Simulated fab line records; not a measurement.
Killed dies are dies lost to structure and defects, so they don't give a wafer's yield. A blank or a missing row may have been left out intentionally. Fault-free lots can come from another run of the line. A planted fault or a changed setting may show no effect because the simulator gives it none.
Matching of chambers + flow nand-harc + NHARC_A_CONTACT_DEP_24 on pecvd-04: 3 sister chambers
The step deposits SiO2, target thk 500 nm. 14 wafers are shown with their chamber, then 7 later ones without.

## WAFERS, EACH WITH ITS CHAMBER
| wafer  | chamber | throttle-valve-pct (%) | heater-power-w (W) |
|--------|---------|------------------------|--------------------|
| L315.4 | 0       | 15.3                   | 358                |
| L315.5 | 1       | 16.0                   | 504                |
| L315.6 | 2       | 16.7                   | 503                |
| L317.2 | 2       | 16.6                   | 502                |
| L317.3 | 1       | 16.1                   | 501                |
| L317.6 | 0       | 15.3                   | 476                |
| L325.2 | 2       | 16.3                   | 479                |
| L325.4 | 1       | 15.9                   | 519                |
| L325.5 | 2       | 16.1                   | 509                |
| L331.2 | 2       | 16.4                   | 526                |
| L331.4 | 2       | 16.4                   | 544                |
| L331.5 | 1       | 16.2                   | 505                |
| L326.1 | 2       | 16.7                   | 543                |
| L326.2 | 1       | 16.3                   | 535                |

SIGNATURES (averages over the wafers above)
| reading            | chamber 0 | chamber 1 | chamber 2 | scatter within a chamber |
|--------------------|-----------|-----------|-----------|--------------------------|
| throttle-valve-pct | 15.300    | 16.100    | 16.457    | 0.19                     |
| heater-power-w     | 417.00    | 512.80    | 515.14    | 31.9                     |
Rule: a wafer's distance from a chamber is the root of the sum, over the readings, of the square of ((its reading less the chamber's mean) divided by the reading's scatter). If the next closest chamber is less than 2 further off than the closest, the wafer can't be placed; otherwise it belongs to the closest. The scatter: take each reading less its chamber's mean, square it, sum over the shown wafers, divide by the number of wafers less the number of chambers, and take the root.

## WAFERS MISSING THEIR CHAMBER
| wafer  | throttle-valve-pct (%) | heater-power-w (W) |
|--------|------------------------|--------------------|
| L326.6 | 16.5                   | 414                |
| L322.1 | 16.7                   | 535                |
| L322.3 | 15.7                   | 375                |
| L322.5 | 16.1                   | 407                |
| L333.1 | 16.8                   | 472                |
| L333.2 | 16.4                   | 432                |
| L333.6 | 15.1                   | 484                |

## WHICH CHAMBER EACH WENT THROUGH
| wafer  | from the rows above          | in truth |
|--------|------------------------------|----------|
| L326.6 | can't be placed: 2 or 1      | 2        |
| L322.1 | can't be placed: 2 or 1      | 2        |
| L322.3 | 0                            | 0        |
| L322.5 | can't be placed: 1 or 2 or 0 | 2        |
| L333.1 | can't be placed: 2 or 1      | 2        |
| L333.2 | can't be placed: 2 or 1      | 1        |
| L333.6 | 0                            | 0        |
Correct placement for 2 of the 7. Unplaceable from these rows: 5, with the true chamber sitting among the candidates in 5. 0 placed wrongly.
